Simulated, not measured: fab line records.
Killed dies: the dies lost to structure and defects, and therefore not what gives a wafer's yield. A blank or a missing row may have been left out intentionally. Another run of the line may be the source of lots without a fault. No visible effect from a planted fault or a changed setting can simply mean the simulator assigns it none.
Matching of chambers	flow n5-finfet	N5_BEOL_M8_CURE_75 on uv-cure-01 has 3 sister chambers
The step cures SiCOH lowk, time 120 s. 6 wafers are shown with their chamber, then 8 later ones without.

## WAFERS, EACH WITH ITS CHAMBER
wafer	chamber	wafer_temp_C_max	lamp-power-pct (%)
L078.2	1	371.3	52.31
L078.4	1	371.3	52.35
L090.5	0	370.9	52.22
L092.4	2	371.4	52.27
L092.5	2	371.3	52.21
L095.1	0	371.9	52.37

## WAFERS WITH NO CHAMBER GIVEN
wafer	wafer_temp_C_max	lamp-power-pct (%)
L095.2	371.3	52.34
L095.6	371.1	52.23
L095.3	371.7	52.39
L095.4	371.3	52.37
L095.5	371.2	52.30
L096.1	371.3	52.41
L096.3	371.8	52.38
L096.6	371.2	52.37

## CHAMBER TAKEN BY EACH
wafer	from the rows above	in truth
L095.2	can't be placed: 1 or 0 or 2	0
L095.6	can't be placed: 2 or 0 or 1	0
L095.3	can't be placed: 1 or 0 or 2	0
L095.4	can't be placed: 1 or 0 or 2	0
L095.5	can't be placed: 0 or 1 or 2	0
L096.1	can't be placed: 1 or 0 or 2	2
L096.3	can't be placed: 1 or 0 or 2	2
L096.6	can't be placed: 1 or 0 or 2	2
Correctly placed: 0 of 8. These rows do not allow placing 8 (true chamber among the candidates in 8). Placed wrongly: 0.
How it was worked out, from the rows above alone: a wafer's distance from a chamber is the root of the sum, over the readings, of the square of ((its reading less the chamber's mean) divided by the reading's scatter). If the next closest chamber is less than 2 further off than the closest, the wafer can't be placed; otherwise it belongs to the closest. For every chamber, the mean is computed from those of its wafers that are shown. The scatter is the square root of a quotient: the sum, over the shown wafers, of each reading's squared deviation from its chamber's mean, divided by wafers minus chambers.
